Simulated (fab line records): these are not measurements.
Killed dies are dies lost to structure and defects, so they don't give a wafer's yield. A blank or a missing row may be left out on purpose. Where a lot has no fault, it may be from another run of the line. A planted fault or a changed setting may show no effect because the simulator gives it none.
Struck lot and sound lot, side by side | flow nandHarc | 15 out of 1302 route steps
Sound: wafers L411.2, L411.3, L411.4. Struck: wafer L408.6. (L408.1, L408.2 of the same lot were not struck and are left out.) The cause comes at the end.
Order at every step that has rows: each side's tool, ch and its chambers, its first start. Under that, the readings that differ: sound wafers | struck wafers | difference of the means | sigmas: that difference in standard deviations of wafers without a fault.
alike: readings whose means differ by less than 2 such deviations, and words and numbers that are the same on both sides. not compared: withheld readings, readings that some wafer has no value for, bounds like >300 that may hide the same value, and numbers for which the record gives no deviation and whose values overlap.
A row with sigmas, a row that says differs or no value, or rows on one side alone: a step with any of these is where the two part. Numbers that have no deviation but don't overlap get no sigmas and don't part them. Lack of a reading on every wafer of one side parts them only where that side has two or more wafers.

NHARC_A_CONTACT_ETCH_113: etches the open film in C4F8/O2/Ar, time 190 s, target depth 1850 nm.
  sound on harCapEtch-01 ch 0,1, day 28 10:05; struck on harCapEtch-01 ch 0, day 27 17:29
  not compared: rfHoursCounterH, runLengthS
NHARC_A_CONTACT_ETCH_114: etches the open film in C4F8/O2/Ar, time 190 s, target depth 1850 nm.
  sound on harCapEtch-01 ch 0,1, day 28 10:15; struck on harCapEtch-01 ch 0, day 27 17:39
  not compared: rfHoursCounterH, runLengthS
NHARC_A_CONTACT_ETCH_115: etches the open film in C4F8/O2/Ar, time 190 s, target depth 1850 nm.
  sound on harCapEtch-01 ch 0,1, day 28 10:25; struck on harCapEtch-01 ch 0, day 27 17:49
  not compared: rfHoursCounterH, runLengthS
then, 3 steps without rows for these wafers: NHARC_A_CONTACT_ETCH_116 (etches the open film in C4F8/O2/Ar, time 190 s, target depth 1850 nm); NHARC_A_CONTACT_ETCH_117 (etches the open film in C4F8/O2/Ar, time 190 s, target depth 1850 nm); NHARC_A_CONTACT_ETCH_118 (etches the open film in C4F8/O2/Ar, time 190 s, target depth 1850 nm).
NHARC_A_CONTACT_ETCH_119: etches the open film in C4F8/O2/Ar, time 190 s, target depth 1850 nm.
  sound on harCapEtch-01 ch 0,1, day 28 11:07; struck on harCapEtch-01 ch 0, day 27 18:31
  not compared: rfHoursCounterH, runLengthS
then, 2 steps without rows for these wafers: NHARC_A_CONTACT_ETCH_120 (etches the open film in C4F8/O2/Ar, time 190 s, target depth 1850 nm); NHARC_A_CONTACT_ETCH_121 (etches the open film in C4F8/O2/Ar, time 190 s, target depth 1850 nm).
NHARC_A_CONTACT_ETCH_122: etches the open film in C4F8/O2/Ar, time 190 s, target depth 1850 nm.
  sound on harCapEtch-01 ch 0,1, day 28 11:37; struck on harCapEtch-01 ch 0, day 27 19:01
  not compared: rfHoursCounterH, runLengthS
then, 2 steps without rows for these wafers: NHARC_A_CONTACT_ETCH_123 (etches the open film in C4F8/O2/Ar, time 490 s, target depth 2110 nm); NHARC_A_CONTACT_ETCH_90 (etches the open film in CH3F/O2, target depth 40 nm, time 85.7 s).
NHARC_A_CONTACT_ETCH_96: etches the open film in C4F6/O2, target depth 20 nm, time 10 s.
  sound on rieDiel-04 ch 1,2,3, day 28 12:53; struck on rieDiel-01 ch 3, day 27 20:18
reading        | sound          | struck | difference | sigmas
runLengthS (s) | 31.3 30.6 30.8 | 28.1   | -2.8       | -8
  alike: c4f6FlowSccm, drypumpMotorCurrentA, mfcArSccm, oesProductAu, rfVppV, showerheadPlenumPTorr, throttleValvePct
  not compared: rfHoursCounterH
NHARC_A_CONTACT_CD_MEAS_53:
  sound on cdSem-03, day 28 12:58; struck on cdSem-01, day 27 20:23
  alike: cdNm
-- jump in the record: it breaks off in module A_CONTACT and resumes in module END (first step shown: number 1302 of the route), and 4 days separate the struck wafers' starts before and after --
NHARC_END_SORT_01:
  only the struck wafers appear in the record here, on prober-01 ch 0 at day 31 12:22; the sound ones have no rows

WHERE THEY PART
First at NHARC_A_CONTACT_ETCH_96; last, within this record, at NHARC_END_SORT_01.

WHY: whatever the simulator had introduced
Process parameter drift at NHARC_A_CONTACT_ETCH_96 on rieDiel-01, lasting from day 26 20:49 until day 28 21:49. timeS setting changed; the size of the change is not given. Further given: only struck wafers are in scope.
